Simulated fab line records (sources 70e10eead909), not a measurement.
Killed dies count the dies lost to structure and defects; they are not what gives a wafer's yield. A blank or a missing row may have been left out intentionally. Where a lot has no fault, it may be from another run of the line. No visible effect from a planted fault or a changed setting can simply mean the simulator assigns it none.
Which tool is to blame? :: flow nandHarc :: 40 wafers from 14 lots sampled at 5 of the route's 1159 steps

## WHAT THE GAUGES SHOWED, per wafer
NHARC_A_WL_FILL_INSPECT_15.
lot: L880
measured: day 16 05:25
on: defectInspect-01
rawDefectCount: 304 302 385

lot: L877
measured: day 16 15:41
on: defectInspect-02
rawDefectCount: 517 441 755

lot: L881
measured: day 16 11:25
on: defectInspect-02
rawDefectCount: 388 288 328

lot: L879
measured: day 16 19:25
on: defectInspect-02
rawDefectCount: 268 417 338

lot: L885
measured: day 17 23:35
on: defectInspect-01
rawDefectCount: 189 289 287

lot: L884
measured: day 18 04:57
on: defectInspect-02
rawDefectCount: 384 516 331

lot: L886
measured: day 18 11:19
on: defectInspect-02
rawDefectCount: 362 321 303

lot: L891
measured: day 18 22:12
on: defectInspect-01
rawDefectCount: 349 261

lot: L888
measured: day 19 13:30
on: defectInspect-01
rawDefectCount: 235 296 418

lot: L893
measured: day 20 06:44
on: defectInspect-01
rawDefectCount: 521 420

lot: L894
measured: day 20 07:08
on: defectInspect-02
rawDefectCount: 421 358 424

lot: L896
measured: day 20 18:17
on: defectInspect-02
rawDefectCount: 448 495 455

lot: L897
measured: day 21 14:03
on: defectInspect-02
rawDefectCount: 276 361 297

lot: L898
measured: day 21 18:24
on: defectInspect-01
rawDefectCount: 288 340 224

NHARC_END_SORT_01.
lot: L884
measured: day 21 07:55
on: prober-02
killedAtArray: 21 18 25
killedAtOther: 0 0 1
killedAtPeriphery: 4 1 2
killedDies: 25 19 28
killedOpen: 5 2 4
killedShort: 0 4 2

## EACH LOT AND THE TOOL THAT RAN IT (in order: tool; ch and the chambers of the sampled wafers; start)
lot: L880
NHARC_A_WL_FILL_CVD_03: cvdW-01 ch 0,1, day 15 07:01
NHARC_A_WL_FILL_ETCHBACK_05: rieMetal-03 ch 0,1, day 15 10:06
NHARC_A_WL_FILL_ALD_19: aldMetal-02 ch 0,1,3, day 15 23:43

lot: L877
NHARC_A_WL_FILL_CVD_03: cvdW-01 ch 0,1, day 15 09:22
NHARC_A_WL_FILL_ETCHBACK_05: rieMetal-01 ch 0,1, day 15 12:55
NHARC_A_WL_FILL_ALD_19: aldMetal-03 ch 0,2,3, day 16 05:51

lot: L881
NHARC_A_WL_FILL_CVD_03: cvdW-01 ch 0,1, day 15 12:10
NHARC_A_WL_FILL_ETCHBACK_05: rieMetal-03 ch 0,1, day 15 15:47
NHARC_A_WL_FILL_ALD_19: aldMetal-01 ch 0,1,3, day 16 05:45

lot: L879
NHARC_A_WL_FILL_CVD_03: cvdW-01 ch 0,1, day 15 15:30
NHARC_A_WL_FILL_ETCHBACK_05: rieMetal-03 ch 0,1, day 15 18:32
NHARC_A_WL_FILL_ALD_19: aldMetal-01 ch 0,1,2, day 16 08:35

lot: L885
NHARC_A_WL_FILL_CVD_03: cvdW-01 ch 0,1, day 16 21:47
NHARC_A_WL_FILL_ETCHBACK_05: rieMetal-02 ch 0,1, day 17 01:19
NHARC_A_WL_FILL_ALD_19: aldMetal-02 ch 0,2,3, day 17 17:56

lot: L884
NHARC_A_WL_FILL_CVD_03: cvdW-01 ch 0,1, day 17 00:35
NHARC_A_WL_FILL_ETCHBACK_05: rieMetal-01 ch 0,1, day 17 04:10
NHARC_A_WL_FILL_ALD_19: aldMetal-03 ch 1,2, day 17 20:45

lot: L886
NHARC_A_WL_FILL_CVD_03: cvdW-02 ch 0,1, day 17 10:05
NHARC_A_WL_FILL_ETCHBACK_05: rieMetal-01 ch 0, day 17 13:52
NHARC_A_WL_FILL_ALD_19: aldMetal-02 ch 0,1,3, day 18 05:37

lot: L891
NHARC_A_WL_FILL_CVD_03: cvdW-01 ch 0,1, day 17 23:17
NHARC_A_WL_FILL_ETCHBACK_05: rieMetal-02 ch 1, day 18 01:56
NHARC_A_WL_FILL_ALD_19: aldMetal-02 ch 1,2, day 18 16:20

lot: L888
NHARC_A_WL_FILL_CVD_03: cvdW-02 ch 0,1, day 18 10:38
NHARC_A_WL_FILL_ETCHBACK_05: rieMetal-03 ch 0,1, day 18 13:44
NHARC_A_WL_FILL_ALD_19: aldMetal-02 ch 1,2,3, day 19 07:49

lot: L893
NHARC_A_WL_FILL_CVD_03: cvdW-02 ch 0,1, day 19 04:26
NHARC_A_WL_FILL_ETCHBACK_05: rieMetal-03 ch 0,1, day 19 07:05
NHARC_A_WL_FILL_ALD_19: aldMetal-02 ch 0,1, day 19 22:22

lot: L894
NHARC_A_WL_FILL_CVD_03: cvdW-01 ch 0,1, day 19 04:40
NHARC_A_WL_FILL_ETCHBACK_05: rieMetal-02 ch 0,1, day 19 06:52
NHARC_A_WL_FILL_ALD_19: aldMetal-03 ch 0,1,3, day 19 22:26

lot: L896
NHARC_A_WL_FILL_CVD_03: cvdW-02 ch 0,1, day 19 16:49
NHARC_A_WL_FILL_ETCHBACK_05: rieMetal-03 ch 0,1, day 19 20:23
NHARC_A_WL_FILL_ALD_19: aldMetal-01 ch 0,2, day 20 12:22

lot: L897
NHARC_A_WL_FILL_CVD_03: cvdW-02 ch 0,1, day 20 08:11
NHARC_A_WL_FILL_ETCHBACK_05: rieMetal-02 ch 0,1, day 20 11:14
NHARC_A_WL_FILL_ALD_19: aldMetal-01 ch 0,2,3, day 21 02:44

lot: L898
NHARC_A_WL_FILL_CVD_03: cvdW-02 ch 1, day 20 10:31
NHARC_A_WL_FILL_ETCHBACK_05: rieMetal-01 ch 0,1, day 20 14:04
NHARC_A_WL_FILL_ALD_19: aldMetal-01 ch 2,3, day 21 06:02
- NHARC_A_WL_FILL_CVD_03: deposits W, target thk 40 nm, time 3302 s.
- NHARC_A_WL_FILL_ETCHBACK_05: etches the open film in Cl2/BCl3, target depth 22 nm, time 60 s.
- NHARC_A_WL_FILL_ALD_19: deposits TiN, target thk 2 nm, pulse time 3 s, ald cycles 100.

## AS READ BY THE TOOLS THEMSELVES (means over the sampled wafers that have a number; for cases with no such wafer, the mark the record gives instead)
NHARC_A_WL_FILL_CVD_03.
lot: L880
tool: cvdW-01
heaterPowerW (W): 535
throttleValvePct (%): 7.91

lot: L877
tool: cvdW-01
heaterPowerW (W): 537
throttleValvePct (%): 7.95

lot: L881
tool: cvdW-01
heaterPowerW (W): 531
throttleValvePct (%): 8.11

lot: L879
tool: cvdW-01
heaterPowerW (W): 524
throttleValvePct (%): 7.90

lot: L885
tool: cvdW-01
heaterPowerW (W): 545
throttleValvePct (%): 8.19

lot: L884
tool: cvdW-01
heaterPowerW (W): 537
throttleValvePct (%): 7.89

lot: L886
tool: cvdW-02
heaterPowerW (W): 468
throttleValvePct (%): 8.37

lot: L891
tool: cvdW-01
heaterPowerW (W): 537
throttleValvePct (%): 8.04

lot: L888
tool: cvdW-02
heaterPowerW (W): 466
throttleValvePct (%): 8.29

lot: L893
tool: cvdW-02
heaterPowerW (W): 456
throttleValvePct (%): 8.37

lot: L894
tool: cvdW-01
heaterPowerW (W): 548
throttleValvePct (%): 8.13

lot: L896
tool: cvdW-02
heaterPowerW (W): 470
throttleValvePct (%): 8.32

lot: L897
tool: cvdW-02
heaterPowerW (W): 454
throttleValvePct (%): 8.19

lot: L898
tool: cvdW-02
heaterPowerW (W): 489
throttleValvePct (%): 8.47

NHARC_A_WL_FILL_ETCHBACK_05.
lot: L880
tool: rieMetal-03
chamberPressureMTorr (mTorr): 9.992
drypumpMotorCurrentA (A): 5.8
oesProductAu (a.u.): 0.993

lot: L877
tool: rieMetal-01
chamberPressureMTorr (mTorr): 10.006
drypumpMotorCurrentA (A): 5.9
oesProductAu (a.u.): 0.998

lot: L881
tool: rieMetal-03
chamberPressureMTorr (mTorr): 10.005
drypumpMotorCurrentA (A): 5.8
oesProductAu (a.u.): 0.995

lot: L879
tool: rieMetal-03
chamberPressureMTorr (mTorr): 9.990
drypumpMotorCurrentA (A): 5.8
oesProductAu (a.u.): 0.994

lot: L885
tool: rieMetal-02
chamberPressureMTorr (mTorr): 9.994
drypumpMotorCurrentA (A): 5.7
oesProductAu (a.u.): 0.995

lot: L884
tool: rieMetal-01
chamberPressureMTorr (mTorr): 9.993
drypumpMotorCurrentA (A): 5.9
oesProductAu (a.u.): 0.995

lot: L886
tool: rieMetal-01
chamberPressureMTorr (mTorr): 10.005
drypumpMotorCurrentA (A): 5.2
oesProductAu (a.u.): 0.999

lot: L891
tool: rieMetal-02
chamberPressureMTorr (mTorr): 9.986
drypumpMotorCurrentA (A): 6.0
oesProductAu (a.u.): 1.006

lot: L888
tool: rieMetal-03
chamberPressureMTorr (mTorr): 9.997
drypumpMotorCurrentA (A): 5.4
oesProductAu (a.u.): 1.001

lot: L893
tool: rieMetal-03
chamberPressureMTorr (mTorr): 10.002
drypumpMotorCurrentA (A): 5.6
oesProductAu (a.u.): 0.996

lot: L894
tool: rieMetal-02
chamberPressureMTorr (mTorr): 9.997
drypumpMotorCurrentA (A): 5.7
oesProductAu (a.u.): 1.005

lot: L896
tool: rieMetal-03
chamberPressureMTorr (mTorr): 10.002
drypumpMotorCurrentA (A): 5.4
oesProductAu (a.u.): 0.999

lot: L897
tool: rieMetal-02
chamberPressureMTorr (mTorr): 9.998
drypumpMotorCurrentA (A): 5.6
oesProductAu (a.u.): 1.009

lot: L898
tool: rieMetal-01
chamberPressureMTorr (mTorr): 10.006
drypumpMotorCurrentA (A): 5.6
oesProductAu (a.u.): 1.004

NHARC_A_WL_FILL_ALD_19.
lot: L880
tool: aldMetal-02
heaterPowerW (W): 1015
precursorPulseHeightRel: 1.000

lot: L877
tool: aldMetal-03
heaterPowerW (W): 1047
precursorPulseHeightRel: 1.013

lot: L881
tool: aldMetal-01
heaterPowerW (W): 1132
precursorPulseHeightRel: 0.994

lot: L879
tool: aldMetal-01
heaterPowerW (W): 1112
precursorPulseHeightRel: 1.000

lot: L885
tool: aldMetal-02
heaterPowerW (W): 1070
precursorPulseHeightRel: 1.004

lot: L884
tool: aldMetal-03
heaterPowerW (W): 1015
precursorPulseHeightRel: 0.990

lot: L886
tool: aldMetal-02
heaterPowerW (W): 991
precursorPulseHeightRel: 0.990

lot: L891
tool: aldMetal-02
heaterPowerW (W): 1018
precursorPulseHeightRel: 1.018

lot: L888
tool: aldMetal-02
heaterPowerW (W): 1006
precursorPulseHeightRel: 0.996

lot: L893
tool: aldMetal-02
heaterPowerW (W): 1027
precursorPulseHeightRel: 0.992

lot: L894
tool: aldMetal-03
heaterPowerW (W): 999
precursorPulseHeightRel: 1.024

lot: L896
tool: aldMetal-01
heaterPowerW (W): 997
precursorPulseHeightRel: 0.998

lot: L897
tool: aldMetal-01
heaterPowerW (W): 1044
precursorPulseHeightRel: 1.006

lot: L898
tool: aldMetal-01
heaterPowerW (W): 976
precursorPulseHeightRel: 0.995

## THE ANSWER, worked out from the rows above alone
Rule: usual is defined by the lots themselves. The widest of any qualifying gaps counts: lots, ordered by their means at a reading, are off when they make up no more than a third of the lots, leave a main group of 4 or more, and stand apart from it by 3 or more times the standard deviation of that group's means. If all means in a main group match to the digits the tables above print for the reading, that group is not used. A lot without any number at a reading at which 4 lots or more have one is off too. The other lots that the step has rows for count as sound. First the gauges in route order, then the tools' own readings, where a lot's mean is used as printed above. At the first step where some lot is off, the reading lying furthest off is the one used; lots without a number count as furthest.
No lot is off at any reading shown: from this, nothing can be told.

## WHAT THE SIMULATOR HAD INSERTED
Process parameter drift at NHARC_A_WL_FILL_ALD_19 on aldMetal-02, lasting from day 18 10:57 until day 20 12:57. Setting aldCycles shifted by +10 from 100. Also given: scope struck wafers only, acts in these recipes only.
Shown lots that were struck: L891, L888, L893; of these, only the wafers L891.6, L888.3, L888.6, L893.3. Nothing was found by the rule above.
